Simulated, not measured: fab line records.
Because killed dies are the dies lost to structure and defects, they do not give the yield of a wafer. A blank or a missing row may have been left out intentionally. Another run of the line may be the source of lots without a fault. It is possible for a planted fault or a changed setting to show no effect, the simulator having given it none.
One fault seen from 2 desks    flow n5 finfet    each desk holds nothing but its own numbers, with what lay behind them at the end

== FROM THE METROLOGY DESK ==
What the gauges read for every lot (on any tool): the sampled wafers with a number, averaged. If a lot's mean is further than 4 standard deviations from the usual mean, the lot is out of limits and carries the mark OUT (the distance appears in the brackets). Of its 12 readings 7 are shown: the one that was out of limits first, and those that lie furthest out on some lot.
Columns: A = IOFF_P at N5_BEOL_M4_RC_MEAS_101, usual 0.22 nA/um; B = ION_N at N5_BEOL_M4_RC_MEAS_101, usual 675 uA/um; C = ION_P at N5_BEOL_M4_RC_MEAS_101, usual 465 uA/um; D = SS_P at N5_BEOL_M4_RC_MEAS_101, usual 73.2 mV/dec; E = VT_P at N5_BEOL_M4_RC_MEAS_101, usual -249 mV; F = cd nm at N5_BEOL_M7_CD_MEAS_35, usual 39.7 nm; G = M8_ILD_THK at N5_BEOL_M8_THK_MEAS_01, usual 155.3 nm
lot   first seen here  A     B    C    D     E     F     G
L728  day 9 04:04      0.22  678  464  73.6  -249  40.4  156.5
L733  day 9 21:13      0.25  680  463  73.5  -245  40.2  157.3
L734  day 10 09:11     0.25  677  471  73.9  -248  40.9  180.1 (+12) OUT
L732  day 10 09:42     0.27  682  474  73.3  -246  39.8  155.9
L736  day 11 05:33     0.25  675  474  72.7  -245  39.4  184.0 (+14) OUT
L737  day 11 16:47     0.28  698  481  73.5  -244  39.8  153.4
L741  day 12 00:33     0.20  665  462  72.0  -248  38.5  153.4
L740  day 12 00:40     0.21  681  469  72.7  -248  38.8  156.0
L746  day 13 07:56     0.19  672  453  73.8  -253  40.5  154.2
L747  day 13 10:43     0.22  676  460  74.0  -249  40.4  156.6
Per this desk, out of limits: L734, L736; the first was L734, day 11 15:12 (M8_ILD_THK at N5_BEOL_M8_THK_MEAS_01). L728, L733, L732, L737, L741, L740, L746, L747: within limits.

== TOOL OWNER'S DESK, pecvd-04 ==
The tool's own readings at N5_BEOL_M8_ILD_DEP_00 (deposits SiCOH lowk from DEMS/porogen, target thk 179.75 nm, time 33.4 s): means of the sampled wafers that have a number, for each lot that ran on this tool. If a lot's mean is further than 4 standard deviations from the usual mean, the lot is out of limits and carries the mark OUT (the distance appears in the brackets).
Columns: A = heater power w at N5_BEOL_M8_ILD_DEP_00, usual 292 W; B = showerhead plenum p Torr at N5_BEOL_M8_ILD_DEP_00, usual 5.736 Torr; C = susceptor temp C at N5_BEOL_M8_ILD_DEP_00, usual 300.01 C; D = throttle valve pct at N5_BEOL_M8_ILD_DEP_00, usual 13.8 %
lot   first seen here  A    B      C       D
L728  day 10 12:41     268  5.735  300.00  14.2
L733  day 11 06:58     295  5.729  299.91  14.3
L732  day 11 13:38     285  5.743  299.92  14.5
L734  day 11 14:37     280  5.744  299.96  13.7
L736  day 12 13:57     311  5.745  300.12  15.0
Result from this desk: across the 5 lots, nothing is out of limits.

== TAKEN TOGETHER ==
An alarm was possible from the metrology desk at day 11 15:12, on L734, L736.
Nothing out of limits was seen by the tool owner's desk.
On record at the tool owner's desk: L734, L736, within its limits.
Every lot named ran N5_BEOL_M8_ILD_DEP_00 on pecvd-04.

== WHAT HAD BEEN PUT IN BY THE SIMULATOR ==
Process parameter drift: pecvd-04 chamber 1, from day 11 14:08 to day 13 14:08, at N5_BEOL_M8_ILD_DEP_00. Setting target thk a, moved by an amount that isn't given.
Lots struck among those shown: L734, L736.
Delay in hours, fault start to first out-of-limits reading, per desk: metrology desk 1.
